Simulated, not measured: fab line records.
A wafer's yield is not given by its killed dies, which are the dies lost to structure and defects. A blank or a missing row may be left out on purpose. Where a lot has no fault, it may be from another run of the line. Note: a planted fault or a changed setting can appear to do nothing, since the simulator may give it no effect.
Problem report, 8D (eight disciplines) form, completed by code | flow nand harc | the parts of the form that need people (team, actions taken, sign-off) are left out

## 1. THE PROBLEM
At NHARC_THIN_TSV_ETCH_59, run length s averages 140.4 s over 4 wafers from 2 lots, while fault-free wafers read 159.5 s, standard deviation 0.46. That puts it -42 standard deviations away from the usual mean.
The step: etches the open film in Cl2/BCl3, target depth 880 nm, time 138.1 s.
The first sign was on wafer L487.1 at day 24 05:56, on rie metal-03. Wafers with a number at this step in the record: 39, from 13 lots. The rule behind "out" and "out of limits": a value lying over 4 standard deviations away from the usual mean. Any other wafer with a number is counted as sound.

## 2. WHAT IT IS, WHAT IT ISN'T
question                    | is                             | is not
which readings at this step | run length s                   | drypump motor current A, oes product au
which lots                  | L485, L487                     | L467, L468, L469, L470, L471, L472, L473, L474, L475, L476, L490
which wafers of those lots  | L485.1, L485.4, L487.1, L487.3 | L485.3, L487.6
read on which tools         | rie metal-03                   | rie metal-01, rie metal-02
when                        | from day 24 05:56              | up to then (31 sound wafers); but 4 sound wafers of L485, L490 came after

## 3. WHAT RULES OUT EACH SUSPECT
Counting: a tool at a process step up to the reading stays a suspect if it ran every lot that is out. Sound lots after the first of them don't rule it out here, since some wafers of a struck lot are sound.
- pecvd-03 at NHARC_THIN_TSV_DEP_47 (deposits SiO2, target thk 200 nm): kept. It processed each lot that is out (first: L487, day 24 01:37); up to then, its last sound lot is L475 (day 21 12:17).
- rie metal-03 at NHARC_THIN_TSV_ETCH_59 (etches the open film in Cl2/BCl3, target depth 880 nm, time 138.1 s): kept. It processed each lot that is out (first: L487, day 24 05:56); up to then, its last sound lot is L473 (day 21 09:21). On those wafers its own readings are out: run length s.
- Within rie metal-03 at NHARC_THIN_TSV_ETCH_59: the wafers that are out ran in chamber 0; their sound lot-mates ran in chamber 1.
What counting leaves: pecvd-03 at NHARC_THIN_TSV_DEP_47 and rie metal-03 at NHARC_THIN_TSV_ETCH_59.

## 4. THE CAUSE (what the simulator had put in)
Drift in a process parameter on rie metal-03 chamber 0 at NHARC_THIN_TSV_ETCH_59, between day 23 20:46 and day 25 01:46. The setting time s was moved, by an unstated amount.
Counting left 2 suspects, and this tool is among them.

## 5. SEQUENCE OF EFFECTS, ordered by route
Rows list readings where the struck wafers' mean (over those with a number) sits beyond 3 standard deviations from the usual. Only readings whose record carries a usual standard deviation are examined. hours: median over the lots of the time between each lot's start at the first step of this table that gives one and its start at this step. sigmas: the change, counted in usual standard deviations.
hours | step                   | reading      | usual   | on struck wafers | change | sigmas
0     | NHARC_THIN_TSV_ETCH_59 | run length s | 159.5 s | 140.4            | -19.1  | -42
Process steps it contains:
- NHARC_THIN_TSV_ETCH_59: etches the open film in Cl2/BCl3, target depth 880 nm, time 138.1 s.

## 6. HOW IT WOULD HAVE BEEN CAUGHT EARLIER
First out-of-limits reading in this record: day 24 05:56, which is 9 hours after fault onset at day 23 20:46.
